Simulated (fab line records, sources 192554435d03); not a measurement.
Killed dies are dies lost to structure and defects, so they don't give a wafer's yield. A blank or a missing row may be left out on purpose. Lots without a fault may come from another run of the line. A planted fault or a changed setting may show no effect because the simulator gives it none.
fab line records | flow n5_finfet
record lots=11 wafers=31 last_day=18
route steps=1938 shown BEOL_M15@1789 PASSIVATION@1936
lots that met no fault: from a run of the same line without faults
start_h: hours from the record's first day to the start of the lot's first wafer shown | wait_h: hours since the lot's step before | " the same as in the row above | L1.1+2: a row that stands for several wafers | - no value, or no start given | * or withheld: withheld | < > ~ a bound
route shown NAME@n: a module of which the file shows steps, and the number in the route of the first | usual: mean/standard deviation of fault-free wafers | same: alike in all rows | chamber/n: place in a boat | sites: the reading at each site | _std_site: their standard deviation | _edge_site: outer sites' mean less inner sites' | radius_mm: how far each site lies from the wafer's centre | mask NAME#n: copy n | behind: the tool/chamber that last shaped the wafer | hold: why the lot was held/for how many hours/how that ended | device: the transistor (n, p or np) that didn't switch | end of line: the same wafers' tests at the end of the route | a step without rows: its recipe alone | killed: dies lost to structure and defects at the first sort, not the wafer's yield | map: a wafer's dies, x killed, . not, _ none there
set.NAME: the setting as run; set.NAME@STEP: as run at that earlier step | model.NAME: the simulator's own value behind a step, which no gauge read
steps of the route over a sample of lots; a table a step, a row a wafer
services: from which hour (start_h, from the record's first day; less than 0 if before it) a tool's chamber was out of use, for how many hours, and why
## steps
# step N5_BEOL_M15_STRIP_63
# recipe chemistry=O2 power_w=600 temp_c=60 pressure_mtorr=30 rf_frequency_hz=6e+07 bias_power_w=0 overash_fraction=0.3 o2_flow_sccm=225
# usual drypump_motor_current_A=5.7/0.47 oes_product_au=0.81/0.093 rf_vpp_V=3.6/0.73 showerhead_plenum_p_Torr=2.08/0.067 throttle_valve_pct=16.61/0.24
# columns lot.wafer tool chamber start_h wait_h drypump_motor_current_A oes_product_au rf_hours_counter_h rf_vpp_V showerhead_plenum_p_Torr throttle_valve_pct
L742.2 rie_diel-03 0 - - 6.0 0.79 89 2.4 2.10 16.63
L742.3 " 3 " " 6.5 0.86 58 3.1 2.22 16.48
L742.6 " 1 " " 6.6 0.74 - 3.5 2.06 16.69
L745.2 rie_diel-03 0 - - 6.0 0.80 93 4.1 2.10 16.61
L745.3 " 3 " " 6.5 0.86 62 2.6 2.22 16.51
L745.5 " 2 " " 5.8 0.76 - 5.5 2.10 16.59
L748.1 rie_diel-05 2 - - 5.0 0.82 104 2.9 2.02 16.66
L748.2 " 1 " " 6.0 0.97 17 3.4 2.14 16.19
L748.4 " 0 " " 5.1 0.69 219 3.4 2.01 16.76
L746.1 rie_diel-05 0 - - 5.1 0.69 221 3.6 2.01 16.78
L746.5 " 0 " " 5.1 0.69 - 2.6 2.01 16.75
L746.6 " 3 " " 5.8 0.70 - 2.7 2.17 17.16
L744.2 rie_diel-03 3 - - 6.5 0.84 69 2.9 2.22 16.53
L744.6 " 2 " " 5.8 0.76 - 3.9 2.10 16.62
L752.1 rie_diel-01 2 - - 5.3 0.85 65 2.9 2.05 16.53
L752.3 " 3 " " 6.1 0.81 96 4.0 2.11 16.63
L752.5 " 2 " " 5.3 0.86 - 4.2 2.05 16.53
L753.1 rie_diel-01 3 - - 6.1 0.79 98 3.3 2.11 16.61
L753.3 " 0 " " 5.5 0.83 72 3.9 2.03 16.44
L753.6 " 1 " " 5.4 0.81 - 4.5 2.05 16.38
L760.3 rie_diel-05 0 - - 5.1 0.67 244 4.5 2.00 16.81
L760.5 " 2 " " 5.0 0.79 - 2.8 2.01 16.68
L760.6 " 3 " " 5.8 0.98 - 4.2 2.17 16.80
L759.2 rie_diel-05 0 - - 5.1 0.66 245 3.7 2.00 16.82
L759.5 " 3 " " 5.8 0.97 - 4.2 2.17 16.83
L762.2 rie_diel-05 2 - - 5.0 0.79 136 4.2 2.01 16.71
L762.5 " 1 " " 6.0 0.90 - 4.4 2.13 16.27
L762.6 " 3 " " 5.8 0.94 - 4.4 2.16 16.82
L763.4 rie_diel-05 2 - - 5.0 0.79 - 4.3 2.00 16.71
L763.5 " 1 " " 6.0 0.89 - 3.2 2.13 16.28
L763.6 " 3 " " 5.8 0.93 - 3.0 2.16 16.84
# step N5_BEOL_M15_ETCH_57
# recipe chemistry=N2/H2 target=SOC source_w=3000 bias_w=350 time_s=750 ion_energy_ev=200 pressure_mtorr=30 n2_flow_sccm=200 h2_flow_sccm=200
# usual bias_w=350.1/1.1 drypump_motor_current_A=5.9/0.5 oes_product_au=0.79/0.07 rf_vpp_V=523.7/2.4 showerhead_plenum_p_Torr=2.53/0.08 throttle_valve_pct=17.68/0.25
# columns lot.wafer tool chamber start_h wait_h bias_w drypump_motor_current_A oes_product_au rf_hours_counter_h rf_vpp_V showerhead_plenum_p_Torr throttle_valve_pct
L742.2 rie_diel-01 1 271.88 - 350.0 5.4 0.84 61 522.8 2.47 17.23
L742.3 " 2 " " 351.1 5.3 0.86 48 520.8 2.44 17.26
L742.6 " 0 " " 350.0 5.5 0.86 - 522.7 2.46 17.51
L745.2 rie_diel-05 0 285.67 - 349.8 5.1 0.69 213 518.8 2.43 17.88
L745.3 " 2 " " 350.7 5.0 0.83 98 521.6 2.44 17.70
L745.5 " 0 " " 350.3 5.1 0.69 - 521.1 2.43 17.89
L748.1 rie_diel-03 2 302.92 - 349.7 5.8 0.75 147 525.7 2.55 17.64
L748.2 " 3 " " 350.2 6.5 0.84 68 527.7 2.68 17.60
L748.4 " 1 " " 349.3 6.6 0.74 195 522.8 2.51 17.75
L746.1 rie_diel-01 3 306.95 - 350.6 6.1 0.80 90 525.0 2.56 17.69
L746.5 " 3 " " 350.1 6.0 0.80 - 524.0 2.56 17.69
L746.6 " 0 " " 350.0 5.5 0.84 - 523.5 2.45 17.54
L744.2 rie_diel-03 3 307.93 - 348.0 6.5 0.83 69 528.3 2.68 17.60
L744.6 " 1 " " 351.0 6.6 0.73 - 523.3 2.51 17.76
L752.1 rie_diel-03 0 322.47 - 350.2 6.0 0.79 105 524.8 2.56 18.04
L752.3 " 2 " " 351.2 5.8 0.74 154 523.7 2.55 17.66
L752.5 " 2 " " 349.7 5.8 0.74 - 522.1 2.55 17.65
L753.1 rie_diel-01 0 330.78 - 351.0 5.5 0.82 72 522.0 2.45 17.57
L753.3 " 3 " " 351.5 6.0 0.81 98 525.7 2.56 17.70
L753.6 " 0 " " 351.9 5.5 0.83 - 520.7 2.45 17.56
L760.3 rie_diel-01 3 372.15 - 349.6 6.1 0.80 110 525.0 2.55 17.74
L760.5 " 2 " " 350.8 5.3 0.83 - 522.2 2.43 17.32
L760.6 " 1 " " 350.3 5.4 0.80 - 520.5 2.46 17.29
L759.2 rie_diel-03 3 373.06 - 351.1 6.5 0.81 90 526.6 2.67 17.66
L759.5 " 3 " " 352.3 6.5 0.81 - 529.0 2.67 17.65
L762.2 rie_diel-01 2 401.42 - 351.0 5.3 0.82 87 520.6 2.42 17.34
L762.5 " 3 " " 348.9 6.0 0.79 - 524.8 2.55 17.74
L762.6 " 0 " " 348.6 5.5 0.82 - 521.2 2.44 17.58
L763.4 rie_diel-03 1 404.96 - 348.7 6.6 0.71 228 523.5 2.49 17.84
L763.5 " 2 " " 351.3 5.8 0.72 - 523.7 2.54 17.70
L763.6 " 3 " " 351.6 6.5 0.80 - 527.6 2.67 17.68
# step N5_BEOL_M15_ETCH_61
# recipe chemistry=N2/H2 target=BARC target_depth_a=890 overetch_a=267 time_s=67.9 ion_energy_ev=200 pressure_mtorr=30 source_w=840 bias_w=150 n2_flow_sccm=200 h2_flow_sccm=200
# usual bias_w=150.0/0.45 drypump_motor_current_A=5.9/0.5 oes_product_au=0.67/0.044 rf_vpp_V=523.9/2.4 showerhead_plenum_p_Torr=2.54/0.08 throttle_valve_pct=17.79/0.25
# columns lot.wafer tool chamber start_h wait_h bias_w drypump_motor_current_A oes_product_au rf_hours_counter_h rf_vpp_V showerhead_plenum_p_Torr throttle_valve_pct
L742.2 rie_diel-03 2 273.17 0.0 149.9 5.8 0.65 139 523.7 2.55 17.74
L742.3 " 3 " " 149.7 6.5 0.73 58 528.0 2.68 17.70
L742.6 " 3 " " 150.1 6.5 0.73 - 527.8 2.68 17.70
L745.2 rie_diel-03 0 286.77 0.0 150.3 6.1 0.68 94 524.4 2.57 18.14
L745.3 " 1 " " 150.4 6.6 0.63 191 524.3 2.51 17.86
L745.5 " 3 " " 150.5 6.5 0.72 - 529.4 2.68 17.70
L748.1 rie_diel-03 2 303.95 0.0 149.4 5.8 0.65 148 524.6 2.55 17.75
L748.2 " 3 " " 149.4 6.5 0.72 68 527.4 2.68 17.70
L748.4 " 0 " " 150.3 6.0 0.68 99 523.4 2.57 18.14
L746.1 rie_diel-01 1 307.85 0.0 150.2 5.4 0.70 71 521.4 2.47 17.37
L746.5 " 1 " " 150.6 5.4 0.70 - 521.4 2.47 17.38
L746.6 " 0 " " 150.7 5.5 0.71 - 522.4 2.45 17.65
L744.2 rie_diel-03 3 309.09 0.0 149.8 6.5 0.72 70 528.9 2.68 17.73
L744.6 " 0 " " 149.6 6.1 0.68 - 524.7 2.56 18.15
L752.1 rie_diel-03 3 323.41 0.0 150.1 6.5 0.71 75 527.8 2.68 17.73
L752.3 " 2 " " 149.7 5.8 0.64 155 521.2 2.55 17.76
L752.5 " 0 " " 144.6 6.1 0.66 - 510.4 2.56 18.15
L753.1 rie_diel-03 3 331.81 0.0 150.0 6.6 0.71 77 528.0 2.68 17.74
L753.3 " 0 " " 144.6 6.1 0.67 108 512.2 2.56 18.16
L753.6 " 3 " " 150.6 6.5 0.71 - 527.2 2.68 17.74
L760.3 rie_diel-01 3 373.22 0.0 150.2 6.0 0.67 110 524.6 2.55 17.85
L760.5 " 2 " " 149.6 5.3 0.70 - 521.4 2.43 17.44
L760.6 " 3 " " 150.7 6.1 0.68 - 525.8 2.55 17.83
L759.2 rie_diel-01 2 374.08 0.0 149.0 5.3 0.71 80 519.3 2.43 17.43
L759.5 " 1 " " 150.0 5.4 0.67 - 520.0 2.46 17.39
L762.2 rie_diel-01 2 402.45 0.0 150.3 5.3 0.70 88 522.4 2.42 17.45
L762.5 " 3 " " 150.0 6.1 0.67 - 523.3 2.55 17.85
L762.6 " 0 " " 149.9 5.5 0.68 - 520.8 2.44 17.71
L763.4 rie_diel-03 0 405.98 0.0 150.6 6.1 0.66 122 524.6 2.56 18.18
L763.5 " 0 " " 150.7 6.1 0.65 - 523.4 2.56 18.18
L763.6 " 3 " " 149.9 6.6 0.69 - 527.2 2.67 17.78
# step N5_BEOL_M15_DEGAS_41
# recipe ambient=vacuum temp_c=300 time_s=60
# usual heater_power_w=469/57
# columns lot.wafer tool chamber start_h wait_h heater_power_w
L742.2 pvd_sputter-03 - 274.88 1.1 517
L742.3 " - " " 410
L742.6 " - " " 506
L745.2 pvd_sputter-02 - 290.33 0.2 443
L745.3 " - " " 572
L745.5 " - " " 425
L748.1 pvd_sputter-02 - 304.78 0.2 416
L748.2 " - " " 554
L748.4 " - " " 554
L746.1 pvd_sputter-01 - 309.23 0.8 426
L746.5 " - " " 435
L746.6 " - " " 461
L744.2 pvd_sputter-01 - 310.29 0.2 424
L744.6 " - " " 494
L752.1 pvd_sputter-01 - 327.04 0.2 434
L752.3 " - " " 510
L752.5 " - " " 430
L753.1 pvd_sputter-03 - 335.37 0.1 526
L753.3 " - " " 444
L753.6 " - " " 512
L760.3 pvd_sputter-01 - 376.67 2.6 496
L760.5 " - " " 465
L760.6 " - " " 508
L759.2 pvd_sputter-02 - 378.44 0.7 428
L759.5 " - " " 569
L762.2 pvd_sputter-01 - 404.85 0.7 426
L762.5 " - " " 455
L762.6 " - " " 427
L763.4 pvd_sputter-01 - 416.85 0.2 463
L763.5 " - " " 516
L763.6 " - " " 506
# step N5_PASSIVATION_PROBE_49
# usual defect_limited_yield=91.5/1.4 killed_at_M0_to_M3=32/11 killed_at_M4_up=12/4.4 killed_at_contacts=13/6.1 killed_at_front_end=39/12 killed_at_other=3.9/3 killed_dies=100/17 killed_open=66/12 killed_short=33/7.4 sort_bin_4_leakage=0.03/0.14 sort_bin_5_function=5.0/0.95 sort_bin_6_memory=3.2/0.66 sort_bin_8_speed=0.0/0.33 sort_n_pass=1079/17 sort_yield_pct=91.4/1.5
# same gross_dies=1180 killed_at_back_side=0
# columns lot.wafer tool chamber start_h wait_h defect_limited_yield[%] killed_at_M0_to_M3 killed_at_M4_up killed_at_contacts killed_at_front_end killed_at_other killed_dies killed_open killed_short sort_bin_4_leakage[%] sort_bin_5_function[%] sort_bin_6_memory[%] sort_bin_8_speed[%] sort_n_pass sort_yield_pct[%]
L742.2 prober-01 - 293.30 0.1 91.9 42 13 2 34 5 96 61 33 0 4.1 3.8 0 1084 91.9
L742.3 prober-01 - 293.35 0.1 90.0 55 8 4 47 4 118 67 48 0 6.4 3.1 0 1062 90.0
L742.6 prober-01 - 293.50 0.3 93.1 26 8 10 34 3 81 53 25 0 4.2 2.5 0 1099 93.1
L745.2 prober-02 - 309.98 0.1 90.3 35 17 11 50 2 115 69 43 0 5.7 3.6 0.1 1065 90.3
L745.3 prober-02 - 310.03 0.1 91.5 19 15 19 43 4 100 58 38 0 4.8 3.4 0 1080 91.5
L745.5 prober-02 - 310.13 0.2 92.7 19 10 20 34 3 86 59 23 0 4.1 3.0 0 1094 92.7
L748.1 prober-01 - 322.64 0.0 92.2 31 5 13 39 4 92 55 35 0 4.7 2.9 0 1088 92.2
L748.2 prober-01 - 322.69 0.1 91.4 33 3 7 58 1 102 69 33 0 4.6 3.7 0 1078 91.4
L748.4 prober-01 - 322.79 0.2 91.7 51 5 18 19 5 98 62 36 0 4.9 3.1 0 1082 91.7
L746.1 prober-02 - 324.82 0.0 90.3 43 8 12 51 1 115 77 36 0 6.0 3.5 0 1065 90.3
L746.5 prober-02 - 325.02 0.2 92.6 18 7 19 42 1 87 64 18 0 4.4 2.6 0 1093 92.6
L746.6 prober-02 - 325.07 0.3 91.2 43 13 11 36 1 104 67 36 0 5.7 2.5 0 1076 91.2
L744.2 prober-01 - 325.23 0.1 90.6 40 7 18 38 8 111 80 29 0 4.7 4.0 0 1069 90.6
L744.6 prober-01 - 325.43 0.3 91.6 37 10 10 40 2 99 61 35 0 4.9 3.2 0 1081 91.6
L752.1 prober-01 - 347.92 0.0 89.9 56 10 16 36 1 119 84 33 0 5.1 4.8 0 1061 89.9
L752.3 prober-01 - 348.02 0.1 88.6 47 10 23 52 2 134 83 50 0 7.1 3.8 0.2 1044 88.5
L752.5 prober-01 - 348.12 0.2 87.3 68 16 34 31 1 150 100 47 0 7.6 4.7 0 1030 87.3
L753.1 prober-02 - 353.61 0.0 89.2 38 8 17 58 7 128 86 39 1.10 5.8 4.9 0 1039 88.1
L753.3 prober-02 - 353.71 0.1 91.3 34 8 8 49 4 103 72 28 0 5.6 2.8 0 1077 91.3
L753.6 prober-02 - 353.86 0.3 90.0 31 18 11 47 11 118 70 44 0.25 6.9 2.7 0 1059 89.7
L760.3 prober-02 - 394.13 0.1 92.4 29 10 4 42 5 90 62 23 0 4.2 2.9 0 1090 92.4
L760.5 prober-02 - 394.23 0.2 90.8 45 14 1 43 6 109 71 38 0 4.8 4.1 0 1071 90.8
L760.6 prober-02 - 394.28 0.3 92.1 38 10 10 34 1 93 60 32 0 5.1 2.5 0 1087 92.1
L759.2 prober-01 - 396.06 0.1 89.7 34 9 9 68 1 121 76 44 0 6.6 3.1 0 1059 89.7
L759.5 prober-01 - 396.21 0.2 91.5 30 2 20 44 4 100 72 27 0 5.5 2.7 0 1080 91.5
L762.2 prober-01 - 421.79 0.1 91.2 22 14 5 58 5 104 72 31 0 4.8 3.8 0 1076 91.2
L762.5 prober-01 - 421.94 0.2 92.5 24 9 19 32 5 89 63 24 0 4.1 3.2 0 1091 92.5
L762.6 prober-01 - 421.99 0.3 93.3 15 11 8 36 9 79 55 23 0 4.2 2.1 0.1 1101 93.3
L763.4 prober-01 - 432.62 0.2 90.7 28 8 14 51 9 110 76 29 0 4.7 3.6 0 1070 90.7
L763.5 prober-01 - 432.67 0.2 90.3 39 13 10 47 5 114 72 42 0 5.7 3.4 0 1066 90.3
L763.6 prober-01 - 432.72 0.3 89.6 35 5 22 54 7 123 84 39 0 5.9 4.2 0 1057 89.6
# killed by level:class
L742.2 BEOL_M0_SAQP:geometric_particle:short=11 BEOL_M0_SAQP:geometric_particle:open=10 STI_FIN_REVEAL:geometric_particle:open=9 BEOL_M2:geometric_particle:open=9 BEOL_M4:geometric_particle:open=8 FIN_SAQP:geometric_particle:open=6 BEOL_M3:geometric_particle:open=6 STI_FIN_REVEAL:geometric_particle:short=5
L742.3 BEOL_M0_SAQP:geometric_particle:short=13 STI_FIN_REVEAL:geometric_particle:open=11 BEOL_M0_SAQP:geometric_particle:open=11 FIN_SAQP:geometric_particle:open=8 BEOL_M2:geometric_particle:open=7 GATE_CUT:geometric_particle:short=6 BEOL_M3:geometric_particle:open=5 BEOL_M4:geometric_particle:open=5
L742.6 STI_FIN_REVEAL:geometric_particle:open=10 MOL_CONTACT_COAG:geometric_particle:open=9 FIN_SAQP:geometric_particle:short=5 BEOL_M3:geometric_particle:open=5 FIN_SAQP:geometric_particle:open=4 BEOL_M0_SAQP:geometric_particle:short=4 BEOL_M1:geometric_particle:open=4 DUMMY_GATE:geometric_particle:open=3
L745.2 FIN_SAQP:geometric_particle:open=19 BEOL_M0_SAQP:geometric_particle:short=11 FIN_SAQP:geometric_particle:short=10 MOL_CONTACT_COAG:geometric_particle:open=7 BEOL_M2:geometric_particle:open=6 DUMMY_GATE:geometric_particle:open=5 BEOL_M0_SAQP:geometric_particle:open=5 BEOL_M3:geometric_particle:open=5
L745.3 FIN_SAQP:geometric_particle:open=14 MOL_CONTACT_COAG:geometric_particle:open=13 BEOL_M0:geometric_particle:open=5 BEOL_M5:geometric_particle:short=5 STI_FIN_REVEAL:geometric_particle:open=4 BEOL_M0_SAQP:geometric_particle:short=4 DUMMY_GATE:geometric_particle:open=4 ILD0:geometric_particle:short=4
L745.5 MOL_CONTACT_COAG:geometric_particle:open=18 FIN_SAQP:geometric_particle:open=10 FIN_SAQP:geometric_particle:short=8 STARTING-WAFER:geometric_particle:open=6 BEOL_M0_SAQP:geometric_particle:open=5 DUMMY_GATE:geometric_particle:open=4 BEOL_M4:geometric_particle:open=4 BEOL_M0_SAQP:geometric_particle:short=3
L748.1 MOL_CONTACT_COAG:geometric_particle:open=11 BEOL_M0_SAQP:geometric_particle:short=8 STI_FIN_REVEAL:geometric_particle:open=6 DUMMY_GATE:geometric_particle:open=6 GATE_CUT:geometric_particle:short=6 BEOL_M0:geometric_particle:open=5 STARTING-WAFER:geometric_particle:open=5 GATE_CUT:geometric_particle:open=4
L748.2 STI_FIN_REVEAL:geometric_particle:open=18 FIN_SAQP:geometric_particle:open=13 BEOL_M0_SAQP:geometric_particle:open=12 BEOL_M0_SAQP:geometric_particle:short=11 FIN_SAQP:geometric_particle:short=9 MOL_CONTACT_COAG:geometric_particle:open=6 BEOL_M3:geometric_particle:open=5 GATE_CUT:geometric_particle:short=4
L748.4 MOL_CONTACT_COAG:geometric_particle:open=14 BEOL_M0_SAQP:geometric_particle:open=11 BEOL_M0_SAQP:geometric_particle:short=11 BEOL_M3:geometric_particle:open=10 BEOL_M1:geometric_particle:open=6 BEOL_M3:geometric_particle:short=5 MOL_CONTACT_COAG:geometric_particle:short=4 FIN_SAQP:geometric_particle:short=3
L746.1 BEOL_M0_SAQP:geometric_particle:open=11 STI_FIN_REVEAL:geometric_particle:open=10 MOL_CONTACT_COAG:geometric_particle:open=9 BEOL_M0_SAQP:geometric_particle:short=8 FIN_SAQP:geometric_particle:open=6 BEOL_M2:geometric_particle:open=6 BEOL_M3:geometric_particle:short=6 FIN_SAQP:geometric_particle:short=5
L746.5 MOL_CONTACT_COAG:geometric_particle:open=15 FIN_SAQP:geometric_particle:open=9 STI_FIN_REVEAL:geometric_particle:open=8 BEOL_M0_SAQP:geometric_particle:open=5 MOL_CONTACT_COAG:geometric_particle:short=4 BEOL_M0_SAQP:geometric_particle:short=4 FIN_SAQP:geometric_particle:short=3 DUMMY_GATE:geometric_particle:open=3
L746.6 BEOL_M0_SAQP:geometric_particle:open=13 BEOL_M0_SAQP:geometric_particle:short=12 FIN_SAQP:geometric_particle:open=8 STI_FIN_REVEAL:geometric_particle:open=8 FIN_SAQP:geometric_particle:short=7 MOL_CONTACT_COAG:geometric_particle:open=7 BEOL_M2:geometric_particle:open=7 BEOL_M4:geometric_particle:open=6
L744.2 BEOL_M1:geometric_particle:open=11 BEOL_M2:geometric_particle:open=11 FIN_SAQP:geometric_particle:open=10 MOL_CONTACT_COAG:geometric_particle:open=9 MOL_CONTACT_COAG:geometric_particle:short=8 BEOL_M0_SAQP:geometric_particle:open=7 BEOL_M3:geometric_particle:open=5 STI_FIN_REVEAL:geometric_particle:open=4
L744.6 FIN_SAQP:geometric_particle:short=14 BEOL_M1:geometric_particle:open=10 MOL_CONTACT_COAG:geometric_particle:open=8 BEOL_M0_SAQP:geometric_particle:open=7 DUMMY_GATE:geometric_particle:open=5 GATE_CUT:geometric_particle:short=5 BEOL_M0_SAQP:geometric_particle:short=5 BEOL_M8:geometric_particle:open=4
L752.1 STI_FIN_REVEAL:geometric_particle:open=14 BEOL_M0_SAQP:geometric_particle:open=12 MOL_CONTACT_COAG:geometric_particle:open=12 BEOL_M2:geometric_particle:open=11 BEOL_M0_SAQP:geometric_particle:short=11 BEOL_M1:geometric_particle:open=8 BEOL_M3:geometric_particle:open=8 DUMMY_GATE:geometric_particle:open=7
L752.3 STI_FIN_REVEAL:geometric_particle:open=24 BEOL_M0_SAQP:geometric_particle:open=16 BEOL_M0_SAQP:geometric_particle:short=15 MOL_CONTACT_COAG:geometric_particle:open=14 MOL_CONTACT_COAG:geometric_particle:short=9 BEOL_M2:geometric_particle:open=8 STI_FIN_REVEAL:geometric_particle:short=7 BEOL_M4:geometric_particle:open=6
L752.5 MOL_CONTACT_COAG:geometric_particle:open=30 BEOL_M0_SAQP:geometric_particle:short=27 BEOL_M0_SAQP:geometric_particle:open=17 STI_FIN_REVEAL:geometric_particle:open=15 BEOL_M2:geometric_particle:open=10 BEOL_M4:geometric_particle:open=5 MOL_CONTACT_COAG:geometric_particle:short=4 BEOL_M3:geometric_particle:open=4
L753.1 STI_FIN_REVEAL:geometric_particle:open=15 FIN_SAQP:geometric_particle:open=13 FIN_SAQP:geometric_particle:short=12 MOL_CONTACT_COAG:geometric_particle:open=12 BEOL_M0_SAQP:geometric_particle:open=11 BEOL_M0_SAQP:geometric_particle:short=9 BEOL_M1:geometric_particle:open=8 DUMMY_GATE:geometric_particle:open=5
L753.3 STI_FIN_REVEAL:geometric_particle:open=18 BEOL_M3:geometric_particle:open=10 DUMMY_GATE:geometric_particle:open=9 BEOL_M1:geometric_particle:open=6 FIN_SAQP:geometric_particle:short=5 MOL_CONTACT_COAG:geometric_particle:open=5 BEOL_M0_SAQP:geometric_particle:short=5 BEOL_M2:geometric_particle:open=5
L753.6 STI_FIN_REVEAL:geometric_particle:open=19 MOL_CONTACT_COAG:geometric_particle:open=9 FIN_SAQP:geometric_particle:short=8 BEOL_M0_SAQP:geometric_particle:open=8 BEOL_M0_SAQP:geometric_particle:short=7 BEOL_M1:geometric_particle:open=6 BEOL_M1:geometric_particle:short=5 BEOL_M4:geometric_particle:open=5
L760.3 FIN_SAQP:geometric_particle:open=11 BEOL_M0_SAQP:geometric_particle:open=9 BEOL_M1:geometric_particle:open=6 BEOL_M2:geometric_particle:open=6 FIN_SAQP:geometric_particle:short=5 DUMMY_GATE:geometric_particle:open=5 STI_FIN_REVEAL:geometric_particle:open=3 GATE_CUT:geometric_particle:short=3
L760.5 BEOL_M2:geometric_particle:open=14 FIN_SAQP:geometric_particle:open=10 FIN_SAQP:geometric_particle:short=8 BEOL_M0_SAQP:geometric_particle:short=8 BEOL_M3:geometric_particle:open=8 STI_FIN_REVEAL:geometric_particle:open=6 BEOL_M4:geometric_particle:open=6 DUMMY_GATE:geometric_particle:open=4
L760.6 FIN_SAQP:geometric_particle:open=12 BEOL_M0_SAQP:geometric_particle:short=12 BEOL_M1:geometric_particle:open=9 MOL_CONTACT_COAG:geometric_particle:open=8 BEOL_M0_SAQP:geometric_particle:open=8 FIN_SAQP:geometric_particle:short=5 STI_FIN_REVEAL:geometric_particle:open=4 BEOL_M1:geometric_particle:short=4
L759.2 FIN_SAQP:geometric_particle:open=18 STI_FIN_REVEAL:geometric_particle:open=17 GATE_CUT:geometric_particle:short=11 FIN_SAQP:geometric_particle:short=10 BEOL_M2:geometric_particle:open=7 MOL_CONTACT_COAG:geometric_particle:open=6 BEOL_M0_SAQP:geometric_particle:open=6 BEOL_M3:geometric_particle:open=5
L759.5 FIN_SAQP:geometric_particle:open=16 MOL_CONTACT_COAG:geometric_particle:open=15 BEOL_M1:geometric_particle:open=8 STI_FIN_REVEAL:geometric_particle:open=7 GATE_CUT:geometric_particle:short=6 BEOL_M0_SAQP:geometric_particle:short=5 MOL_CONTACT_COAG:geometric_particle:short=5 FIN_SAQP:geometric_particle:short=4
L762.2 FIN_SAQP:geometric_particle:open=29 FIN_SAQP:geometric_particle:short=11 BEOL_M3:geometric_particle:open=8 BEOL_M0_SAQP:geometric_particle:short=6 MOL_CONTACT_COAG:geometric_particle:open=5 STI_FIN_REVEAL:geometric_particle:open=4 BEOL_M1:geometric_particle:open=4 BEOL_M4:geometric_particle:open=4
L762.5 MOL_CONTACT_COAG:geometric_particle:open=16 FIN_SAQP:geometric_particle:open=12 BEOL_M1:geometric_particle:open=10 GATE_CUT:geometric_particle:open=4 BEOL_M0_SAQP:geometric_particle:short=4 BEOL_M5:geometric_particle:short=3 STI_FIN_REVEAL:geometric_particle:open=3 DUMMY_GATE:geometric_particle:open=3
L762.6 FIN_SAQP:geometric_particle:open=9 FIN_SAQP:geometric_particle:short=7 STI_FIN_REVEAL:geometric_particle:open=6 MOL_CONTACT_COAG:geometric_particle:open=6 BEOL_M3:geometric_particle:open=4 BEOL_M4:geometric_particle:open=4 MIM_TOP_ETCH:geometric_particle:open=4 STARTING-WAFER:geometric_particle:open=4
L763.4 FIN_SAQP:geometric_particle:open=19 MOL_CONTACT_COAG:geometric_particle:open=11 BEOL_M0:geometric_particle:open=6 BEOL_M0_SAQP:geometric_particle:short=5 BEOL_M0_SAQP:geometric_particle:open=5 HKMG_FIN:area_etch=5 FIN_SAQP:geometric_particle:short=4 DUMMY_GATE:geometric_particle:open=4
L763.5 FIN_SAQP:geometric_particle:open=11 BEOL_M0_SAQP:geometric_particle:open=11 BEOL_M3:geometric_particle:open=9 GATE_CUT:geometric_particle:short=8 BEOL_M0_SAQP:geometric_particle:short=8 BEOL_M4:geometric_particle:open=8 MOL_CONTACT_COAG:geometric_particle:open=6 BEOL_M1:geometric_particle:open=6
L763.6 MOL_CONTACT_COAG:geometric_particle:open=16 BEOL_M2:geometric_particle:open=9 FIN_SAQP:geometric_particle:open=8 STI_FIN_REVEAL:geometric_particle:open=7 BEOL_M3:geometric_particle:open=7 MOL_CONTACT_COAG:geometric_particle:short=6 FIN_SAQP:geometric_particle:short=5 DUMMY_GATE:geometric_particle:open=5
## services
# columns tool chamber start_h hours kind
rie_diel-03 3 256.81 3.9 repair
pvd_sputter-02 - 339.91 4.3 repair
rie_diel-01 0 339.95 5.7 repair
rie_diel-05 3 352.23 - clean
rie_diel-05 3 352.23 - consumable_replace:focus_ring
rie_diel-05 3 352.23 17.2 scheduled_down
rie_diel-05 3 352.23 17.2 vent_cycle
rie_diel-01 - 359.56 0.5 repair
pvd_sputter-03 - 380.55 4.1 repair
rie_diel-01 - 382.50 0.2 repair
rie_diel-05 0 385.16 3.4 repair
rie_diel-05 0 396.15 - clean
rie_diel-05 0 396.15 - consumable_replace:focus_ring
rie_diel-05 0 396.15 - consumable_replace:showerhead
rie_diel-05 0 396.15 21.4 scheduled_down
rie_diel-05 0 396.15 21.4 vent_cycle
## key
first_sign step=N5_BEOL_M15_ETCH_61 reading=bias_w direction=down sigmas=12 usual=* struck=*
effect step=N5_BEOL_M15_ETCH_61 reading=rf_vpp_V direction=down sigmas=5.3 usual=523.9 struck=511.3
met_at N5_BEOL_M15_ETCH_61
struck_lots L752,L753
struck_wafers L752.5,L753.3
not_acting_at N5_BEOL_M15_STRIP_63,N5_BEOL_M15_ETCH_57,N5_BEOL_M15_DEGAS_41
onset_between 309.09 323.41
fault kind=process_parameter_drift tool=rie_diel-03 chamber=0 onset_h=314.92 steps=N5_BEOL_M15_ETCH_61 channel=bias_w offset=* shape=step end_h=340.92 acts_in=* stated=*
